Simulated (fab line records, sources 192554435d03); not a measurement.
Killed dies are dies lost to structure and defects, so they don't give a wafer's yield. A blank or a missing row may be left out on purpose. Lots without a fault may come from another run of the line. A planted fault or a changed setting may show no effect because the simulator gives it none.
Which tool did it? | flow n5_finfet | 11 lots, 33 wafers sampled, at 1 step of a route of 1938

WHAT THE GAUGES READ, wafer by wafer
N5_PASSIVATION_OVL_MEAS_60. Usual: TV_OVL 2 nm, standard deviation 7.4.
lot  | measured     | on         | TV_OVL (nm) | flag
L824 | day 11 14:02 | overlay-02 | 12 14 18    |
L828 | day 12 17:41 | overlay-01 | 3 13 6      |
L825 | day 13 03:21 | overlay-01 | 2 9 3       |
L830 | day 13 12:28 | overlay-01 | 14 3 11     |
L832 | day 14 15:43 | overlay-01 | -14 -3 2    |
L834 | day 14 17:05 | overlay-01 | -1 -2 6     |
L833 | day 14 21:38 | overlay-01 | 6 2 -2      |
L836 | day 15 02:20 | overlay-02 | 6 17 19     |
L840 | day 16 07:27 | overlay-01 | -5 4 -5     |
L846 | day 17 21:37 | overlay-01 | -10 -5 -4   |
L847 | day 18 09:25 | overlay-01 | 9 -11 -3    |

WHICH TOOL RAN EACH LOT (tool, then ch and the chambers of the sampled wafers, then the start)
The record holds no process step before these readings.

WHAT THE TOOLS THEMSELVES READ (means of the sampled wafers that have a number; where no wafer has one, the mark that the record gives instead)
The record holds no such reading with a usual standard deviation.

THE ANSWER, worked out from the rows above alone
Rule: a lot is off if the mean of its wafers that have a number lies more than 3 standard deviations from the usual mean. A lot without any number at a reading at which 4 lots or more have one is off too. The other lots that the step has rows for count as sound. The gauges are gone through in route order, then the tools' own readings, and for those a lot's mean is taken as printed above. The first step at which some lot is off is used, and at that step the reading that is off furthest; a lot without a number counts as furthest.
No lot is off at any reading shown: from this, nothing can be told.

WHAT THE SIMULATOR HAD PUT IN
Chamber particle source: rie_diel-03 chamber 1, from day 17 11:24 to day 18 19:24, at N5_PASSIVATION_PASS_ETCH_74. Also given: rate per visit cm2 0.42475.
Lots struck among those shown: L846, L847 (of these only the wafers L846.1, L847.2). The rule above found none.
